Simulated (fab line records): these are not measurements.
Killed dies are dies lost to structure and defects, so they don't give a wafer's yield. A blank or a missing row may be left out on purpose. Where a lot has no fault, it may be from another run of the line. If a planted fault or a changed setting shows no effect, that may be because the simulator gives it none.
fab line records || flow n5-finfet
record: {"lots": 3, "wafers": 9, "last-day": 15}
route steps=1938 shown BEOL_M15@1799 PASS1_DEP@1831 MIM_BOT@1832 MIM_TOP@1834 MIM_TOP_LITHO@1839 PASSIVATION@1936
lots with no fault: from the same line, run without faults
start-h: hours from the record's first day to the start of the lot's first wafer shown || wait-h: time in hours since the lot's previous step || " unchanged from the row above || L1.1+2: a row that stands for several wafers || - no value present, or no start provided || * or withheld: withheld || < > ~ a bound
route shown NAME@n: NAME is a module with steps in the file, n the number in the route of the first one || usual: mean/standard deviation of fault-free wafers || same: alike in all rows || chamber/n: place in a boat || sites: each site's reading || _std_site: standard deviation of those values || _edge_site: outer sites' mean less inner sites' || radius-mm: for every site, how far away it sits from the centre of the wafer || mask NAME#n: copy n || behind: the tool/chamber that last shaped the wafer || hold: why the lot was held/for how many hours/how that ended || device: whichever transistor did not switch (one of n, p or np) || end of line: the same wafers' tests at the end of the route || a step given without rows: its recipe and nothing more || killed: dies lost to structure and defects at the first sort, not the wafer's yield || map: a wafer's dies, marking killed ones x, the rest . and places with no die _
set.NAME: the setting that was run; set.NAME@STEP: the one run at that earlier step || model.NAME: the simulator's own value behind a step, which no gauge read
lots at selected steps of the route; one table per step, one row per wafer
services: from which hour (start-h, from the record's first day; less than 0 if before it) a tool's chamber was out of use, for how many hours, and why
== steps ==
step: N5_BEOL_M15_SOFTBAKE_23
recipe: {"temp-c": 130, "time-s": 60}
step: N5_BEOL_M15_EXPOSE_25
recipe: {"mask-id": "M15", "na": 0.8, "source-shape": "annular", "sigma-inner": 0.5, "sigma-outer": 0.8, "polarization": "unpolarized", "target-cd-nm": 400, "dose-mj": 35.5}
step: N5_BEOL_M15_PEB_26
recipe: {"peb-temp-c": 130, "peb-time-s": 90}
step: N5_BEOL_M15_DEVELOP_27
recipe: {"develop-time-s": 45, "rinse-liquid": "diw", "dry": "air-spin", "dev-temp-c": 21}
step: N5_BEOL_M15_HARDBAKE_32
recipe: {"temp-c": 130, "time-s": 120}
step: N5_BEOL_M15_DESCUM_33
recipe: {"chemistry": "O2", "time-s": 7.9, "source-power-w": 50, "bias-power-w": 20, "pressure-mtorr": 20, "rf-frequency-hz": 2.712e+07, "temp-c": 40, "o2-flow-sccm": 225}
step: N5_BEOL_M15_ETCH_61
recipe: {"chemistry": "N2/H2", "target": "BARC", "target-depth-a": 890, "overetch-a": 267, "time-s": 67.9, "ion-energy-ev": 200, "pressure-mtorr": 30, "source-w": 840, "bias-w": 150, "n2-flow-sccm": 200, "h2-flow-sccm": 200}
step: N5_BEOL_M15_TRENCH_ETCH_34
recipe: {"chemistry": "C4F8/O2/Ar", "target": "SiO2", "target-depth-a": 8729.3, "he-inner-torr": 15, "he-outer-torr": 30, "time-s": 199, "ion-energy-ev": 800, "pressure-mtorr": 20, "source-w": 1905, "bias-w": 2040, "Ar_flow_sccm": 400, "C4F8_flow_sccm": 16, "O2_flow_sccm": 12}
step: N5_BEOL_M15_STRIP_36
recipe: {"chemistry": "O2", "power-w": 600, "temp-c": 60, "pressure-mtorr": 30, "rf-frequency-hz": 6e+07, "bias-power-w": 0, "overash-fraction": 0.3, "o2-flow-sccm": 225}
usual: {"drypump-motor-current-A": "5.6/0.53", "o2-flow-sccm": "225.0/0.66", "oes-product-au": "0.82/0.1", "rf-vpp-V": "3.6/0.97", "showerhead-plenum-p-Torr": "2.09/0.081", "throttle-valve-pct": "16.56/0.28"}
same: {"overash-fraction": 0.3}
{"lot.wafer": "L120.1", "tool": "rie-diel-04", "chamber": 3, "start-h": 293.59, "wait-h": 13.1, "drypump-motor-current-A": 6.0, "o2-flow-sccm": 225.2, "oes-product-au": 0.74, "rf-hours-counter-h": 161, "rf-vpp-V": 4.2, "showerhead-plenum-p-Torr": 2.01, "throttle-valve-pct": 16.77}
{"lot.wafer": "L120.4", "tool": "rie-diel-04", "chamber": 0, "start-h": 293.59, "wait-h": 13.1, "drypump-motor-current-A": 5.1, "o2-flow-sccm": 225.8, "oes-product-au": 0.68, "rf-hours-counter-h": "-", "rf-vpp-V": 3.2, "showerhead-plenum-p-Torr": 1.97, "throttle-valve-pct": 16.64}
{"lot.wafer": "L120.6", "tool": "rie-diel-04", "chamber": 1, "start-h": 293.59, "wait-h": 13.1, "drypump-motor-current-A": 5.0, "o2-flow-sccm": 224.9, "oes-product-au": 0.68, "rf-hours-counter-h": "-", "rf-vpp-V": 3.7, "showerhead-plenum-p-Torr": 2.00, "throttle-valve-pct": 16.77}
{"lot.wafer": "L125.3", "tool": "rie-diel-04", "chamber": 1, "start-h": 309.57, "wait-h": 0.1, "drypump-motor-current-A": 5.0, "o2-flow-sccm": 225.2, "oes-product-au": 0.67, "rf-hours-counter-h": 208, "rf-vpp-V": 4.2, "showerhead-plenum-p-Torr": 1.99, "throttle-valve-pct": 16.77}
{"lot.wafer": "L125.5", "tool": "rie-diel-04", "chamber": 1, "start-h": 309.57, "wait-h": 0.1, "drypump-motor-current-A": 5.0, "o2-flow-sccm": 225.6, "oes-product-au": 0.68, "rf-hours-counter-h": "-", "rf-vpp-V": 4.4, "showerhead-plenum-p-Torr": 2.00, "throttle-valve-pct": 16.77}
{"lot.wafer": "L125.6", "tool": "rie-diel-04", "chamber": 3, "start-h": 309.57, "wait-h": 0.1, "drypump-motor-current-A": 6.1, "o2-flow-sccm": 225.3, "oes-product-au": 0.74, "rf-hours-counter-h": "-", "rf-vpp-V": 3.7, "showerhead-plenum-p-Torr": 2.01, "throttle-valve-pct": 16.78}
{"lot.wafer": "L131.1", "tool": "rie-diel-03", "chamber": 3, "start-h": 346.49, "wait-h": 2.4, "drypump-motor-current-A": 5.4, "o2-flow-sccm": 225.7, "oes-product-au": 0.87, "rf-hours-counter-h": 49, "rf-vpp-V": 2.5, "showerhead-plenum-p-Torr": 2.05, "throttle-valve-pct": 16.65}
{"lot.wafer": "L131.4", "tool": "rie-diel-03", "chamber": 0, "start-h": 346.49, "wait-h": 2.4, "drypump-motor-current-A": 5.6, "o2-flow-sccm": 224.7, "oes-product-au": 0.89, "rf-hours-counter-h": 36, "rf-vpp-V": 4.2, "showerhead-plenum-p-Torr": 2.06, "throttle-valve-pct": 16.57}
{"lot.wafer": "L131.5", "tool": "rie-diel-03", "chamber": 1, "start-h": 346.49, "wait-h": 2.4, "drypump-motor-current-A": 4.9, "o2-flow-sccm": 224.4, "oes-product-au": 0.80, "rf-hours-counter-h": "-", "rf-vpp-V": 4.7, "showerhead-plenum-p-Torr": 2.20, "throttle-valve-pct": 16.88}
step: N5_BEOL_M15_STRIP_62
recipe: {"chemistry": "O2", "power-w": 600, "temp-c": 60, "pressure-mtorr": 30, "rf-frequency-hz": 6e+07, "bias-power-w": 0, "overash-fraction": 0.3, "o2-flow-sccm": 225}
step: N5_BEOL_M15_STRIP_37
recipe: {"chemistry": "O2", "power-w": 600, "temp-c": 60, "pressure-mtorr": 30, "rf-frequency-hz": 6e+07, "bias-power-w": 0, "overash-fraction": 0.3, "o2-flow-sccm": 225}
step: N5_BEOL_M15_ETCH_38
recipe: {"chemistry": "CF4/N2", "target": "SiCN", "target-depth-a": 1064, "taper-deg": 2, "time-s": 120.5, "ion-energy-ev": 150, "mask-material": "SiO2", "pressure-mtorr": 40, "source-w": 430, "bias-w": 70, "Ar_flow_sccm": 100, "cf4-flow-sccm": 60, "n2-flow-sccm": 60}
step: N5_BEOL_M15_PRECLEAN_39
recipe: {"chemistry": "residue-remover", "time-s": 60, "temp-c": 40}
step: N5_BEOL_M15_SRD_40
recipe: {"time-s": 30, "temp-c": 23, "rinse-liquid": "diw", "dry": "n2-spin", "spin-rpm": 1500, "dry-time-s": 30}
step: N5_BEOL_M15_DEGAS_41
recipe: {"ambient": "vacuum", "temp-c": 300, "time-s": 60}
step: N5_BEOL_M15_PRE_CLEAN_42
recipe: {"gas": "H2/He", "time-s": 30, "temp-c": 300}
step: N5_BEOL_M15_SPUTTER_43
recipe: {"material": "TaN", "target-thk-a": 150, "temp-c": 50, "bias-v": 168.6, "power-w": 15000, "chamber-pressure-pa": 0.12, "time-s": 24.19}
step: N5_BEOL_M15_SPUTTER_44
recipe: {"material": "Ta", "target-thk-a": 150, "temp-c": 50, "bias-v": 80, "power-w": 15000, "chamber-pressure-pa": 0.07, "time-s": 24.19}
step: N5_BEOL_M15_SPUTTER_45
recipe: {"material": "Cu", "target-thk-a": 1000, "temp-c": -20, "bias-v": 60, "power-w": 26000, "chamber-pressure-pa": 0.13, "time-s": 16.67}
step: N5_BEOL_M15_ECD_47
recipe: {"material": "Cu", "target-thk-a": 18600}
step: N5_BEOL_M15_ANNEAL_48
recipe: {"temp-c": 225, "time-s": 90, "ambient": "N2"}
step: N5_BEOL_M15_CMP_49
recipe: {"stop-on": "SiO2", "t-overpolish-s": 4.9, "down-force-psi": 2, "platen-rpm": 80, "clearing-platen-down-force-psi": 2, "clearing-platen-rpm": 80, "post-cmp-clean": "cu-alkaline", "target-thk-nm": 850, "clearing-platen-pad-velocity-m-s": 1.5917, "pad-velocity-m-s": 1.5917}
step: N5_BEOL_M15_PRE_CLEAN_52
recipe: {"gas": "NH3", "time-s": 15, "temp-c": "withheld", "rf-power-w": 300}
step: N5_BEOL_M15_DEP_53
recipe: {"material": "SiCN", "target-thk-a": 500, "temp-c": "withheld", "precursor": "3MS/NH3", "pressure-torr": 3, "rf-w": 675, "time-s": 17.8}
step: N5_PASSIVATION_PECVD_00
recipe: {"material": "SiO2", "target-thk-a": 2000, "temp-c": 400, "precursor": "SiH4/N2O", "pressure-torr": 2.7, "rf-w": 608, "time-s": 11.2}
step: N5_MIM_BOT_DEGAS_01
recipe: {"ambient": "vacuum", "temp-c": 300, "time-s": 60}
step: N5_MIM_BOT_SPUTTER_00
recipe: {"material": "TiN", "target-thk-a": 350, "temp-c": 200, "power-w": 3000, "chamber-pressure-pa": 0.49996, "gas": "Ar", "reactive-partial-pa": 0.37997, "time-s": 89.7}
step: N5_MIM_TOP_ALD_00
recipe: {"material": "Al2O3", "target-thk-a": "*", "temp-c": "withheld", "ald-precursor-family": "TMA", "ald-co-reactant": "O3", "pulse-time-s": "withheld", "purge-time-s": 3, "co-reactant-purge-time-s": "withheld", "co-reactant-pulse-time-s": 3, "ald-cycles": "withheld"}
step: N5_MIM_TOP_ALD_01
recipe: {"material": "HfO2", "target-thk-a": 56, "temp-c": "withheld", "ald-precursor-family": "Hf-amide", "ald-co-reactant": "O3", "pulse-time-s": 1, "purge-time-s": 3, "co-reactant-purge-time-s": 2, "co-reactant-pulse-time-s": 3, "ald-cycles": 62}
step: N5_MIM_TOP_ALD_02
recipe: {"material": "Al2O3", "target-thk-a": "*", "temp-c": "withheld", "ald-precursor-family": "TMA", "ald-co-reactant": "O3", "pulse-time-s": "withheld", "purge-time-s": 3, "co-reactant-purge-time-s": "withheld", "co-reactant-pulse-time-s": 3, "ald-cycles": "withheld"}
step: N5_MIM_TOP_DEGAS_04
recipe: {"ambient": "vacuum", "temp-c": 300, "time-s": 60}
step: N5_MIM_TOP_SPUTTER_03
recipe: {"material": "TiN", "target-thk-a": 350, "temp-c": 200, "power-w": 3000, "chamber-pressure-pa": 0.49996, "gas": "Ar", "reactive-partial-pa": 0.37997, "time-s": 89.7}
step: N5_MIM_TOP_LITHO_HMDS_01
recipe: {"time-s": 60, "temp-c": 120}
step: N5_MIM_TOP_LITHO_COAT_02
recipe: {"spin-rpm": "*", "resist-thk-nm": "*"}
step: N5_PASSIVATION_PROBE_49
usual: {"defect-limited-yield": "91.5/1.6", "killed_at_M0_to_M3": "33/10", "killed_at_M4_up": "13/5.6", "killed-at-contacts": "13/6", "killed-at-front-end": "39/12", "killed-at-other": "3.0/2.8", "killed-dies": "101/19", "killed-on-rim": "13/4", "killed-open": "65/13", "killed-short": "32/8.3", "sort_bin_5_function": "5.0/1", "sort_bin_6_memory": "3.1/0.69", "sort-n-pass": "1079/19", "sort-yield-pct": "91.5/1.6"}
same: {"gross-dies": 1180, "killed-at-back-side": 0, "sort_bin_4_leakage[%]": 0, "sort_bin_8_speed[%]": 0}
{"lot.wafer": "L125.6", "tool": "prober-01", "chamber": "-", "start-h": 327.44, "wait-h": 0.3, "defect-limited-yield[%]": 79.1, "killed_at_M0_to_M3": 25, "killed_at_M4_up": 157, "killed-at-contacts": 11, "killed-at-front-end": 53, "killed-at-other": 1, "killed-dies": 247, "killed-on-rim": 22, "killed-open": 63, "killed-short": 37, "sort_bin_5_function[%]": 10.8, "sort_bin_6_memory[%]": 5.0, "sort-n-pass": 933, "sort-yield-pct[%]": 79.1}
killed by level:class
L125.6 BEOL_M15:unspecified=143 STI_FIN_REVEAL:geometric-particle:open=16 FIN_SAQP:geometric-particle:short=12 MOL_CONTACT_COAG:geometric-particle:open=8 BEOL_M0_SAQP:geometric-particle:short=7 DUMMY_GATE:geometric-particle:open=6 FIN_SAQP:geometric-particle:open=5 STI_FIN_REVEAL:geometric-particle:short=5
map L125.6 (x killed, . not)
_________________........xx..________________
______________x.........x....x.x_____________
___________.........x........x.....__________
__________.......x....x...x....x...._________
________.....x..........x......x......_______
_______x............x....x.............______
______.x...............................x_____
_____....x........x........x.............____
____.x.x................x...x..x.......x..___
___...................x..................x.__
___.....x....x................x.........x..__
__...x....x.....x..............x............_
__...x.x.......xx..................x.x......_
_..x.......x.........x..x..........x....x....
_.....x....................x..x..............
_.x.............................x............
_...x.......x.x...................x.......x.x
_.....x...x......xx..x.......................
_.....x.x........x...............x......x....
_x..x.x.................xxxx.................
_.......................x...x.xxxx.....x.....
__...........x.........xxx.xxx.x............_
__...................xxxxxxxxxxxxx.......x.._
___.......x.x.........x.xxxxxxxxxxxx...x...__
___.........x....x..x.xxxxxxxxxxxxxx.......__
____.............x.x.xxxxxxxxxxxxx.x.x....___
_____xx...........x..xxxxxxxxxxxxxxx..x.x____
______..........x...xxxxxxxxxxxxxxxx...._____
_______.x.............xxxxxxxxxxxxxx...______
________...x..........xxxxxxxxxxxxx..._______
__________.........x....xxxxxxxxx..._________
___________............x.x..xxxx.x.__________
______________.........x...x.xx._____________
_________________..x.......x.________________
map L120.4 (x killed, . not)
_________________.x.x....x...________________
______________.................._____________
___________.x.x......x.............__________
__________....x.x..................._________
________....xx.xxx.x.x................_______
_______...x.....x.....x..........xx....______
______........x....x..x.x..............._____
_____.........x.x.........x........x.....____
____...........x......x.xx................___
___.....x..x.............x..............x..__
___.........x..x....x.x................x.x.__
__................x.x............x...x......_
__.........x.............x.....xx.....x....._
_..x.x....x......x..x.................x..x...
_.x.x.......................x........x.......
_x.x.x..x......x..x.x....x...................
_........x.......x..x.........xxx............
_............x..x.........xxx.......x........
_.....x.............x......x.........x...x...
_..............x......x...x..x........x......
_..x....x...x.......................x....x.x.
__x.x...xx......x.x..x.....x........x......._
__........x....x..........x..............x.._
___.x........xx....x........xx.......x.x...__
___..........xx.x.......x.x................__
____..x.x.....x..x...x...........x........___
_____x............x.x...x................____
______..x...x...................x......._____
_______..x.x.......x...x.........x....x______
________...........xx................x_______
__________......x..x......x..xx...x._________
___________.................x..x...__________
______________......x...x.xxx..._____________
_________________........x...________________
== services ==
{"tool": "rie-diel-04", "chamber": 2, "start-h": 287.02, "hours": "-", "kind": "clean"}
{"tool": "rie-diel-04", "chamber": 2, "start-h": 287.02, "hours": "-", "kind": "consumable-replace:focus-ring"}
{"tool": "rie-diel-04", "chamber": 0, "start-h": 309.21, "hours": "-", "kind": "clean"}
{"tool": "rie-diel-04", "chamber": 0, "start-h": 309.21, "hours": "-", "kind": "consumable-replace:esc"}
{"tool": "rie-diel-04", "chamber": 0, "start-h": 309.21, "hours": "-", "kind": "consumable-replace:focus-ring"}
{"tool": "rie-diel-04", "chamber": 0, "start-h": 309.21, "hours": "-", "kind": "consumable-replace:showerhead"}
{"tool": "rie-diel-04", "chamber": 0, "start-h": 309.21, "hours": 25.9, "kind": "scheduled-down"}
{"tool": "rie-diel-04", "chamber": 0, "start-h": 309.21, "hours": 25.9, "kind": "vent-cycle"}
{"tool": "rie-diel-03", "chamber": 1, "start-h": 342.20, "hours": 1.8, "kind": "repair"}
== key ==
first-sign: {"step": "N5_PASSIVATION_PROBE_49", "reading": "killed_at_M4_up", "direction": "up", "sigmas": 26, "usual": 13, "struck": 157}
effect: {"step": "N5_PASSIVATION_PROBE_49", "reading": "defect-limited-yield", "direction": "down", "sigmas": 7.7, "usual": 91.5, "struck": 79.1}
more-kills-born-at: {"N5_BEOL_M15_STRIP_36@rie-diel-04": 143}
met-at N5_BEOL_M15_STRIP_36
struck-wafers L125.6
onset-between 293.59 309.57
fault: {"kind": "chamber-particle-source", "tool": "rie-diel-04", "chamber": 3, "onset-h": 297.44, "steps": "N5_BEOL_M15_STRIP_36", "rate-per-visit-cm2": 1.4999, "end-h": 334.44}
